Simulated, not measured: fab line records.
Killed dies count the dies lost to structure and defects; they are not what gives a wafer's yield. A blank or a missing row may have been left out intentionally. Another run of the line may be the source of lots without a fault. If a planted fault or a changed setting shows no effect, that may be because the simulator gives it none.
fab line records	flow nand-harc
record lots=5	wafers=15	last-day=23
route steps=1159 shown THIN_TSV@1131 END@1158
lots that met no fault: from a run of the same line without faults
start-h: hours from the record's opening day to when the first of the lot's shown wafers began	wait-h: hours from the lot's prior step to this one	" same as the row above	L1.1+2: one row covering several wafers at once	- no value, or no start was given	* or withheld: withheld	< > ~ a bound
route shown NAME@n: a module of which the file shows steps, and the number in the route of the first	usual: average and standard deviation across the fault-free wafers	same: alike in all rows	chamber/n: place in a boat	sites: per-site readings	_std_site: standard deviation of those values	_edge_site: mean of outer sites minus mean of inner sites	radius-mm: for every site, how far away it sits from the centre of the wafer	mask NAME#n: copy n	behind: the tool/chamber that last shaped the wafer	hold: what put the lot on hold/how long, in hours/how the hold closed	device: names the non-switching transistor (n, p or np)	end of line: at the end of the route, the tests of the same wafers	where a step has no rows: the recipe by itself	killed: count of dies lost to structure and defects at first sort (not the wafer's yield)	map: shows each die of a wafer: x if killed, . if not, _ if none is there
set.NAME: the setting as run; set.NAME@STEP: as run at that earlier step	model.NAME: the simulator's own value behind a step, which no gauge read
certain route steps with their lots: each step a table, each wafer a row
services: from which hour (start-h, from the record's first day; less than 0 if before it) a tool's chamber was out of use, for how many hours, and why
## steps
# step NHARC_THIN_TSV_ECD_20
# recipe target-thk-a=20000	material=Cu
lot.wafer	tool	chamber	start-h	wait-h
L074.1+2+6	ecd-cu-01	0,1,1	424.32	-
L075.2+3+6	ecd-cu-02	1	439.02	-
L081.1+2+3	ecd-cu-02	0,1,0	458.47	-
L082.3+5+6	ecd-cu-02	0,0,1	472.95	-
L091.1+6+5	ecd-cu-01	0,0,1	536.99	-
# step NHARC_THIN_TSV_ANNEAL_52
# recipe temp-c=225	time-s=90
# usual wafer_temp_C_max=226.5/0.38
lot.wafer	tool	chamber	start-h	wait-h	wafer_temp_C_max
L074.1	rtp-anneal-02	0	425.05	0.6	226.2
L074.2	"	0	"	"	226.6
L074.6	"	0	"	"	226.4
L075.2	rtp-anneal-01	0	439.83	0.7	227.1
L075.3	"	0	"	"	226.0
L075.6	"	0	"	"	226.6
L081.1	rtp-anneal-01	0	459.22	0.7	226.2
L081.2	"	0	"	"	226.3
L081.3	"	0	"	"	226.6
L082.3	rtp-anneal-01	0	473.59	0.5	226.6
L082.5	"	0	"	"	226.9
L082.6	"	0	"	"	226.7
L091.1	rtp-anneal-02	0	537.71	0.6	226.8
L091.5	"	0	"	"	226.1
L091.6	"	0	"	"	226.3
# step NHARC_THIN_TSV_CMP_21
# recipe t-overpolish-s=30	target-thk-nm=2000
# usual motor-current-A=11.7/1.3	overpolish-run-s=29.999/0.0087
lot.wafer	tool	chamber	start-h	wait-h	motor-current-A	overpolish-run-s
L074.1	cmp-01	2	425.40	-	10.7	30.018
L074.2	"	1	"	"	11.9	29.991
L074.6	"	2	"	"	10.7	29.995
L075.3	cmp-02	3	440.18	-	11.5	29.987
L075.2	"	0	"	"	10.1	30.008
L075.6	"	2	"	"	14.0	30.014
L081.3	cmp-01	1	459.59	-	12.5	29.991
L081.2	"	2	"	"	10.6	30.003
L081.1	"	3	"	"	12.1	30.000
L082.3	cmp-04	2	473.89	-	11.2	29.992
L082.5	"	1	"	"	9.3	30.003
L082.6	"	2	"	"	11.6	29.996
L091.1	cmp-01	1	538.15	-	11.6	30.014
L091.6	"	2	"	"	10.4	29.995
L091.5	"	3	"	"	11.4	30.028
# step NHARC_THIN_TSV_SRD_23
lot.wafer	tool	chamber	start-h	wait-h
L074.1+6+2	wet-bench-08	3,4,0	425.76	0.0
L075.3+6+2	wet-bench-08	5,6,0	440.49	0.0
L081.3+1+2	wet-bench-10	0,3,4	459.96	0.0
L082.5+6+3	wet-bench-08	1,3,4	474.23	0.0
L091.1+5+6	wet-bench-08	1,2,5	538.42	0.0
# step NHARC_THIN_TSV_DEGAS_53
# recipe temp-c=300	time-s=60
# usual heater-power-w=463/59
lot.wafer	tool	chamber	start-h	wait-h	heater-power-w
L074.2	pvd-sputter-03	-	425.87	0.1	466
L074.1	"	-	"	"	455
L074.6	"	-	"	"	419
L075.2	pvd-sputter-02	-	440.58	0.1	468
L075.3	"	-	"	"	448
L075.6	"	-	"	"	388
L081.2	pvd-sputter-01	-	460.08	0.1	490
L081.1	"	-	"	"	340
L081.3	"	-	"	"	469
L082.3	pvd-sputter-02	-	474.32	0.1	568
L082.6	"	-	"	"	443
L082.5	"	-	"	"	580
L091.1	pvd-sputter-03	-	538.52	0.1	441
L091.5	"	-	"	"	438
L091.6	"	-	"	"	420
# step NHARC_THIN_TSV_PRE_CLEAN_54
# recipe time-s=30	temp-c=280	gas=H2/He
# usual heater-power-w=405/51
lot.wafer	tool	chamber	start-h	wait-h	heater-power-w
L074.2	pvd-sputter-03	-	425.93	0.0	406
L074.1	"	-	"	"	442
L074.6	"	-	"	"	372
L075.2	pvd-sputter-02	-	440.68	0.1	391
L075.3	"	-	"	"	502
L075.6	"	-	"	"	419
L081.3	pvd-sputter-01	-	460.22	0.1	473
L081.2	"	-	"	"	297
L081.1	"	-	"	"	403
L082.3	pvd-sputter-02	-	474.42	0.1	335
L082.6	"	-	"	"	391
L082.5	"	-	"	"	483
L091.1	pvd-sputter-03	-	538.63	0.1	364
L091.5	"	-	"	"	417
L091.6	"	-	"	"	424
# step NHARC_THIN_TSV_PVD_55
# recipe target-thk-a=500	material=TiN
lot.wafer	tool	chamber	start-h	wait-h
L074.2+1+6	pvd-sputter-03	-	426.00	0.1
L075.2+3+6	pvd-sputter-02	-	440.73	0.0
L081.2+3+1	pvd-sputter-01	-	460.33	0.1
L082.3+6+5	pvd-sputter-02	-	474.51	0.1
L091.1+5+6	pvd-sputter-03	-	538.69	0.1
# step NHARC_THIN_TSV_PVD_24
# recipe target-thk-a=8000	power-w=withheld	chamber-pressure-pa=withheld	substrate-temp-c=withheld	time-s=withheld	gas=Ar	material=Al
lot.wafer	tool	chamber	start-h	wait-h
L074.1+2+6	pvd-sputter-03	-	426.15	0.1
L075.2+3+6	pvd-sputter-02	-	440.88	0.1
L081.2+1+3	pvd-sputter-01	-	460.48	0.1
L082.3+6+5	pvd-sputter-02	-	474.62	0.1
L091.1+6+5	pvd-sputter-03	-	538.87	0.2
# step NHARC_THIN_TSV_DEHYDRATE_25
# recipe temp-c=150	time-s=120
# usual heater-power-total-W=182.7/1.1
lot.wafer	tool	chamber	start-h	wait-h	heater-power-total-W
L074.1	litho-track-03	0	426.56	-	182.7
L074.2	"	0	"	"	183.8
L074.6	"	0	"	"	183.9
L075.2	litho-track-02	0	441.30	-	182.3
L075.3	"	0	"	"	183.8
L075.6	"	0	"	"	182.4
L081.1	litho-track-02	0	460.91	-	184.0
L081.2	"	0	"	"	183.0
L081.3	"	0	"	"	184.0
L082.3	litho-track-03	0	475.03	-	182.2
L082.5	"	0	"	"	181.0
L082.6	"	0	"	"	183.2
L091.1	litho-track-03	0	539.24	-	184.0
L091.5	"	0	"	"	182.4
L091.6	"	0	"	"	183.4
# step NHARC_THIN_TSV_HMDS_26
# recipe time-s=30
lot.wafer	tool	chamber	start-h	wait-h
L074.1+2+6	litho-track-03	0	-	-
L075.2+3+6	litho-track-02	0	-	-
L081.1+2+3	litho-track-02	0	-	-
L082.3+5+6	litho-track-03	0	-	-
L091.1+5+6	litho-track-03	0	-	-
# step NHARC_THIN_TSV_COAT_27
# recipe spin-rpm=*
# usual spin-speed-rpm=*
lot.wafer	tool	chamber	start-h	wait-h	spin-speed-rpm
L074.1	litho-track-03	0	-	-	*
L074.2	"	0	"	"	*
L074.6	"	0	"	"	*
L075.2	litho-track-02	0	-	-	*
L075.3	"	0	"	"	*
L075.6	"	0	"	"	*
L081.1	litho-track-02	0	-	-	*
L081.2	"	0	"	"	*
L081.3	"	0	"	"	*
L082.3	litho-track-03	0	-	-	*
L082.5	"	0	"	"	*
L082.6	"	0	"	"	*
L091.1	litho-track-03	0	-	-	*
L091.5	"	0	"	"	*
L091.6	"	0	"	"	*
# step NHARC_THIN_TSV_SOFTBAKE_28
# recipe temp-c=122	time-s=95
# usual heater-power-total-W=160.1/0.5
lot.wafer	tool	chamber	start-h	wait-h	heater-power-total-W
L074.1	litho-track-03	0	-	-	160.8
L074.2	"	0	"	"	160.6
L074.6	"	0	"	"	159.2
L075.2	litho-track-02	0	-	-	160.5
L075.3	"	0	"	"	160.5
L075.6	"	0	"	"	160.6
L081.1	litho-track-02	0	-	-	160.4
L081.2	"	0	"	"	160.4
L081.3	"	0	"	"	159.2
L082.3	litho-track-03	0	-	-	159.4
L082.5	"	0	"	"	159.8
L082.6	"	0	"	"	160.1
L091.1	litho-track-03	0	-	-	159.9
L091.5	"	0	"	"	160.4
L091.6	"	0	"	"	159.8
# step NHARC_THIN_TSV_EBR_29
lot.wafer	tool	chamber	start-h	wait-h
L074.1+2+6	litho-track-03	0	-	-
L075.2+3+6	litho-track-02	0	-	-
L081.1+2+3	litho-track-02	0	-	-
L082.3+5+6	litho-track-03	0	-	-
L091.1+5+6	litho-track-03	0	-	-
# step NHARC_THIN_TSV_EXPOSE_30
# recipe na=0.55	dose-mj=11.47	mask-id=PAD
# usual exposure-dose-mJ-cm2=11.468/0.013	reticle-temp-C=22.99/0.11
# same na=0.55
lot.wafer	tool	chamber	start-h	wait-h	mask	exposure-dose-mJ-cm2	reticle-temp-C
L074.1	krf-scanner-02	0	426.84	-	PAD#0	11.473	22.87
L074.2	"	0	"	"	PAD#0	11.447	22.82
L074.6	"	0	"	"	PAD#0	11.461	22.94
L075.2	krf-scanner-03	0	441.57	-	PAD#0	11.466	23.11
L075.3	"	0	"	"	PAD#0	11.466	23.16
L075.6	"	0	"	"	PAD#0	11.463	23.04
L081.1	krf-scanner-04	0	461.18	-	PAD#0	11.472	22.89
L081.2	"	0	"	"	PAD#0	11.469	22.94
L081.3	"	0	"	"	PAD#0	11.467	23.09
L082.3	krf-scanner-04	0	475.31	-	PAD#0	11.458	22.81
L082.5	"	0	"	"	PAD#0	11.458	22.93
L082.6	"	0	"	"	PAD#0	11.469	22.79
L091.1	krf-scanner-02	0	539.51	-	PAD#0	11.462	23.14
L091.5	"	0	"	"	PAD#0	11.471	23.00
L091.6	"	0	"	"	PAD#0	11.481	23.04
# step NHARC_THIN_TSV_PEB_31
# recipe peb-temp-c=118	peb-time-s=85
# usual heater-power-total-W=163.95/0.28
lot.wafer	tool	chamber	start-h	wait-h	heater-power-total-W
L074.1	litho-track-02	0	426.90	0.1	164.10
L074.2	"	0	"	"	163.70
L074.6	"	0	"	"	163.70
L075.2	litho-track-07	0	441.64	0.1	163.69
L075.3	"	0	"	"	163.98
L075.6	"	0	"	"	164.20
L081.1	litho-track-02	0	461.24	0.1	163.78
L081.2	"	0	"	"	163.62
L081.3	"	0	"	"	164.47
L082.3	litho-track-02	0	475.37	0.1	163.83
L082.5	"	0	"	"	164.33
L082.6	"	0	"	"	164.09
L091.1	litho-track-03	0	539.58	0.1	163.64
L091.5	"	0	"	"	164.14
L091.6	"	0	"	"	164.32
# step NHARC_THIN_TSV_DEVELOP_32
# recipe time-s=70
lot.wafer	tool	chamber	start-h	wait-h
L074.1+2+6	litho-track-02	0	-	-
L075.2+3+6	litho-track-07	0	-	-
L081.1+2+3	litho-track-02	0	-	-
L082.3+5+6	litho-track-02	0	-	-
L091.1+5+6	litho-track-03	0	-	-
# step NHARC_THIN_TSV_CD_MEAS_33
# recipe target-cd-nm=5000	landing-energy-ev=500
# usual cd-nm=5001.4/2.1
lot.wafer	tool	chamber	start-h	wait-h	cd-nm
L074.1	cd-sem-01	0	426.99	-	4998.6
L074.2	"	0	"	"	4999.2
L074.6	"	0	"	"	5003.6
L075.2	cd-sem-01	0	441.73	-	5003.8
L075.3	"	0	"	"	5003.9
L075.6	"	0	"	"	5002.1
L081.1	cd-sem-01	0	461.33	-	5002.9
L081.2	"	0	"	"	5000.7
L081.3	"	0	"	"	5000.8
L082.3	cd-sem-02	0	475.46	-	5000.6
L082.5	"	0	"	"	5003.1
L082.6	"	0	"	"	5001.8
L091.1	cd-sem-03	0	539.67	-	4998.3
L091.5	"	0	"	"	5000.9
L091.6	"	0	"	"	5002.2
# step NHARC_THIN_TSV_HARDBAKE_34
# recipe temp-c=125	time-s=80
# usual heater-power-total-W=184.0/0.78
lot.wafer	tool	chamber	start-h	wait-h	heater-power-total-W
L074.1	litho-track-07	0	427.07	-	184.8
L074.2	"	0	"	"	184.7
L074.6	"	0	"	"	185.0
L075.2	litho-track-07	0	441.81	-	184.0
L075.3	"	0	"	"	183.8
L075.6	"	0	"	"	183.2
L081.1	litho-track-02	0	461.41	-	183.2
L081.2	"	0	"	"	183.9
L081.3	"	0	"	"	184.3
L082.3	litho-track-07	0	475.54	-	184.1
L082.5	"	0	"	"	183.4
L082.6	"	0	"	"	183.1
L091.1	litho-track-03	0	539.75	-	185.0
L091.5	"	0	"	"	185.0
L091.6	"	0	"	"	183.5
# step NHARC_THIN_TSV_DESCUM_35
# recipe time-s=3	o2-flow-sccm=200	ar-flow-sccm=0	bias-power-w=0	chemistry=O2
# usual drypump-motor-current-A=5.8/0.47	oes-product-au=1.003/0.0083	rf-vpp-V=57.7/0.92	showerhead-plenum-p-Torr=1.93/0.085	throttle-valve-pct=11.310/0.0079
lot.wafer	tool	chamber	start-h	wait-h	drypump-motor-current-A	oes-product-au	rf-hours-counter-h	rf-vpp-V	showerhead-plenum-p-Torr	throttle-valve-pct
L074.1	rie-diel-10	0	427.16	-	6.6	1.005	5	59.1	2.02	11.312
L074.2	"	1	"	"	5.2	1.009	4	56.0	1.83	11.308
L074.6	"	0	"	"	6.6	1.018	-	57.1	2.01	11.319
L075.2	rie-diel-13	1	441.91	-	5.9	1.014	14	57.3	1.91	11.314
L075.3	"	2	"	"	4.9	0.995	12	57.8	1.84	11.301
L075.6	"	0	"	"	5.8	1.002	-	59.4	1.98	11.306
L081.1	rie-diel-10	0	461.52	-	6.6	1.001	7	57.7	2.01	11.303
L081.2	"	1	"	"	5.2	1.010	7	56.8	1.83	11.320
L081.3	"	2	"	"	5.7	1.014	7	58.5	2.00	11.317
L082.3	rie-diel-06	2	475.63	-	6.2	1.003	4	56.5	2.01	11.320
L082.5	"	1	"	"	5.6	0.993	-	57.1	2.03	11.299
L082.6	"	2	"	"	6.2	1.014	-	58.2	2.01	11.320
L091.1	rie-diel-10	0	539.87	-	6.5	1.008	0	56.5	2.01	11.313
L091.5	"	1	"	"	5.2	1.012	-	57.4	1.83	11.301
L091.6	"	2	"	"	5.7	0.992	-	59.3	1.99	11.303
# step NHARC_THIN_TSV_ETCH_59
# recipe target-depth-a=8800	icp-w=900	bias-w=100	Cl2_flow_sccm=60	bcl3-flow-sccm=30	time-s=138.1	chemistry=Cl2/BCl3
# usual drypump-motor-current-A=5.73/0.24	oes-product-au=0.999/0.012	throttle-valve-pct=22.265/0.0093
lot.wafer	tool	chamber	start-h	wait-h	drypump-motor-current-A	oes-product-au	rf-hours-counter-h	throttle-valve-pct
L074.2	rie-metal-01	1	427.29	0.1	5.37	0.996	2.6	22.276
L074.1	"	0	"	"	5.45	1.002	2.6	22.258
L074.6	"	1	"	"	5.35	0.989	-	22.264
L075.2	rie-metal-03	1	442.05	0.1	5.80	0.997	4.5	22.278
L075.3	"	0	"	"	5.92	0.989	-	22.257
L075.6	"	1	"	"	5.81	0.987	-	22.270
L081.2	rie-metal-02	1	461.64	0.1	6.02	0.993	1.7	22.261
L081.1	"	0	"	"	5.68	0.979	1.7	22.275
L081.3	"	1	"	"	6.01	0.993	-	22.271
L082.3	rie-metal-02	0	475.85	0.2	5.67	0.983	-	22.270
L082.6	"	1	"	"	6.02	1.003	-	22.249
L082.5	"	0	"	"	5.65	0.973	-	22.269
L091.1	rie-metal-01	0	539.96	0.1	5.44	1.001	1.1	22.249
L091.5	"	0	"	"	5.46	1.017	-	22.262
L091.6	"	0	"	"	5.46	1.013	-	22.263
# step NHARC_THIN_TSV_ETCH_36
# recipe target-depth-a=650	over-etch-frac=0.3	time-s=18.571	ion-energy-ev=150	chemistry=Cl2/BCl3
# usual drypump-motor-current-A=5.71/0.24	oes-product-au=0.998/0.011
lot.wafer	tool	chamber	start-h	wait-h	drypump-motor-current-A	oes-product-au	rf-hours-counter-h
L074.1	rie-metal-01	0	427.55	0.2	5.44	1.010	2.7
L074.2	"	1	"	"	5.36	0.985	2.7
L074.6	"	0	"	"	5.46	1.005	-
L075.2	rie-metal-03	1	442.28	0.2	5.78	0.999	4.6
L075.3	"	0	"	"	5.91	1.000	-
L075.6	"	1	"	"	5.75	0.992	-
L081.1	rie-metal-02	1	461.90	0.2	6.03	0.980	1.9
L081.2	"	0	"	"	5.66	0.985	1.9
L081.3	"	0	"	"	5.66	0.987	-
L082.3	rie-metal-02	0	476.02	0.1	5.68	0.991	-
L082.5	"	1	"	"	6.03	0.999	-
L082.6	"	0	"	"	5.66	0.990	-
L091.1	rie-metal-01	0	540.43	0.4	5.46	1.004	1.4
L091.5	"	0	"	"	5.44	1.018	-
L091.6	"	0	"	"	5.43	1.004	-
# step NHARC_THIN_TSV_STRIP_56
# recipe power-w=1500	temp-c=250	chemistry=O2
# usual drypump-motor-current-A=5.9/0.41	heater-power-w=313/27
lot.wafer	tool	chamber	start-h	wait-h	drypump-motor-current-A	heater-power-w	rf-hours-counter-h
L074.2	plasma-asher-01	0	427.65	0.1	6.0	271	49
L074.1	"	1	"	"	5.2	284	49
L074.6	"	1	"	"	5.2	293	-
L075.2	plasma-asher-02	1	442.42	0.1	5.9	335	23
L075.3	"	1	"	"	5.9	340	-
L075.6	"	0	"	"	6.3	323	-
L081.2	plasma-asher-02	1	462.01	0.1	5.9	341	31
L081.1	"	0	"	"	6.4	321	31
L081.3	"	1	"	"	5.9	345	-
L082.3	plasma-asher-02	1	476.24	0.2	5.9	349	-
L082.6	"	1	"	"	5.9	340	-
L082.5	"	0	"	"	6.4	323	-
L091.1	plasma-asher-01	1	540.76	0.3	5.2	288	25
L091.6	"	1	"	"	5.2	281	-
L091.5	"	0	"	"	6.0	287	-
# step NHARC_THIN_TSV_STRIP_57
# recipe time-s=1200	temp-c=72.5	chemistry=post-etch-residue-remover
lot.wafer	tool	chamber	start-h	wait-h
L074.6+1+2	wet-bench-08	4,5,1	427.99	0.1
L075.2+3+6	wet-bench-10	3,4,5	442.75	0.3
L081.3+2+1	wet-bench-10	5,7,1	462.38	0.2
L082.5+6+3	wet-bench-08	4,7,1	476.50	0.1
L091.1+5+6	wet-bench-10	1,5,6	541.11	0.3
# step NHARC_THIN_TSV_CD_MEAS_37
# usual cd-nm=5001/3
lot.wafer	tool	chamber	start-h	wait-h	cd-nm
L074.1	cd-sem-03	-	428.44	-	4999
L074.2	"	-	"	"	4997
L074.6	"	-	"	"	5000
L075.2	cd-sem-02	-	443.23	-	5002
L075.3	"	-	"	"	5003
L075.6	"	-	"	"	5002
L081.1	cd-sem-02	-	462.86	-	5003
L081.2	"	-	"	"	5001
L081.3	"	-	"	"	5002
L082.3	cd-sem-01	-	476.95	-	5005
L082.5	"	-	"	"	5006
L082.6	"	-	"	"	5004
L091.1	cd-sem-01	-	541.55	-	4995
L091.5	"	-	"	"	4997
L091.6	"	-	"	"	5002
# step NHARC_THIN_TSV_ANNEAL_58
# recipe temp-c=400	time-s=1800
# usual spike-tc-upper-C=399.3/1.2	zone-power-centre-pct=5.4/0.45	zone-power-top-pct=10.0/0.65
lot.wafer	tool	chamber	start-h	wait-h	spike-tc-upper-C	zone-power-centre-pct	zone-power-top-pct
L074.1	furnace-04	0	430.82	2.4	399.3	5.6	10.3
L074.2	"	0	"	"	397.6	5.6	10.2
L074.6	"	0	"	"	400.6	5.5	10.2
L075.2	furnace-04	0	446.23	3.0	398.5	5.6	10.2
L075.3	"	0	"	"	398.4	5.6	10.2
L075.6	"	0	"	"	398.7	5.7	10.3
L081.1	furnace-04	0	465.86	3.0	398.5	5.7	10.3
L081.2	"	0	"	"	398.1	5.6	10.5
L081.3	"	0	"	"	399.0	5.6	10.4
L082.3	furnace-02	0	478.14	1.2	399.3	5.5	9.3
L082.5	"	0	"	"	402.0	5.6	9.5
L082.6	"	0	"	"	400.5	5.5	9.5
L091.1	furnace-02	0	541.92	0.4	399.9	5.6	9.2
L091.5	"	0	"	"	399.2	5.6	9.4
L091.6	"	0	"	"	401.9	5.6	9.4
# step NHARC_THIN_TSV_INSPECT_40
# usual raw-defect-count=474/88
lot.wafer	tool	chamber	start-h	wait-h	raw-defect-count
L074.1	defect-inspect-02	-	432.26	0.4	838
L074.2	"	-	"	"	541
L074.6	"	-	"	"	577
L075.2	defect-inspect-02	-	447.66	0.4	416
L075.3	"	-	"	"	389
L075.6	"	-	"	"	476
L081.1	defect-inspect-02	-	467.33	0.4	518
L081.2	"	-	"	"	533
L081.3	"	-	"	"	458
L082.3	defect-inspect-01	-	479.61	0.4	421
L082.5	"	-	"	"	445
L082.6	"	-	"	"	382
L091.1	defect-inspect-02	-	543.36	0.4	520
L091.5	"	-	"	"	479
L091.6	"	-	"	"	505
# step NHARC_END_WLT_00
# usual VT_DECK1_BOTTOM=0.872/0.0076	VT_DECK1_BOTTOM_INNER=0.872/0.0073	VT_DECK1_MEDIAN_NEAR_BOTTOM=0.874/0.0077	VT_DECK1_MEDIAN_NEAR_BOTTOM_INNER=0.873/0.0073	VT_DECK1_MIDDLE=0.886/0.0064	VT_DECK1_MIDDLE_INNER=0.886/0.0072	VT_DECK1_TOP=0.898/0.0071	VT_DECK1_TOP_INNER=0.898/0.0068
lot.wafer	tool	chamber	start-h	wait-h	VT_DECK1_BOTTOM	VT_DECK1_BOTTOM_INNER	VT_DECK1_MEDIAN_NEAR_BOTTOM	VT_DECK1_MEDIAN_NEAR_BOTTOM_INNER	VT_DECK1_MIDDLE	VT_DECK1_MIDDLE_INNER	VT_DECK1_TOP	VT_DECK1_TOP_INNER
L074.1	prober-02	-	432.32	0.1	0.871	0.871	0.873	0.872	0.893	0.887	0.898	0.903
L074.2	"	-	"	"	0.875	0.870	0.877	0.879	0.889	0.887	0.903	0.898
L074.6	"	-	434.80	2.5	0.875	0.878	0.877	0.883	0.895	0.884	0.896	0.902
L075.2	prober-02	-	448.23	0.6	0.872	0.871	0.878	0.881	0.887	0.892	0.891	0.895
L075.3	"	-	"	"	0.871	0.880	0.866	0.873	0.878	0.880	0.898	0.892
L075.6	"	-	450.25	2.6	0.869	0.865	0.880	0.869	0.876	0.879	0.896	0.894
L081.1	prober-02	-	467.39	0.1	0.877	0.876	0.878	0.875	0.885	0.878	0.894	0.895
L081.2	"	-	"	"	0.876	0.876	0.884	0.879	0.883	0.893	0.899	0.904
L081.3	"	-	"	"	0.873	0.873	0.873	0.877	0.897	0.877	0.893	0.900
L082.3	prober-01	-	483.95	4.3	0.886	0.881	0.886	0.881	0.888	0.888	0.898	0.915
L082.5	"	-	484.95	5.3	0.875	0.875	0.875	0.875	0.887	0.886	0.901	0.899
L082.6	"	-	"	"	0.878	0.875	0.880	0.876	0.886	0.893	0.891	0.901
L091.1	prober-01	-	551.24	7.9	0.876	0.868	0.875	0.878	0.887	0.889	0.902	0.897
L091.5	"	-	553.25	9.9	0.870	0.869	0.876	0.879	0.894	0.893	0.904	0.902
L091.6	"	-	"	"	0.878	0.873	0.874	0.876	0.889	0.881	0.904	0.895
## services
tool	chamber	start-h	hours	kind
wet-bench-08	-	406.40	8.0	pm
wet-bench-10	-	423.20	8.0	pm
pvd-sputter-03	-	435.41	0.5	repair
krf-scanner-02	-	441.43	0.6	repair
ecd-cu-01	-	448.00	8.0	pm
wet-bench-10	-	448.20	0.7	repair
rie-metal-03	-	453.19	9.0	pm
cmp-01	-	453.25	4.0	repair
plasma-asher-01	-	453.53	9.0	pm
pvd-sputter-03	-	458.04	10.0	pm
pvd-sputter-01	-	464.33	4.0	repair
cmp-01	-	468.75	3.8	repair
cmp-01	-	473.50	4.0	pm
pvd-sputter-03	-	495.71	0.8	repair
rie-metal-01	-	509.00	9.0	pm
rie-diel-10	3	513.02	10.8	repair
litho-track-02	-	515.00	7.0	pm
pvd-sputter-01	-	519.53	10.0	pm
rie-metal-01	1	528.16	36.2	repair
rie-diel-10	-	530.50	9.0	pm
ecd-cu-02	-	532.02	8.0	pm
cmp-01	-	536.41	0.5	repair
litho-track-07	-	539.00	7.0	pm
plasma-asher-02	-	539.54	9.0	pm
## key
fault none
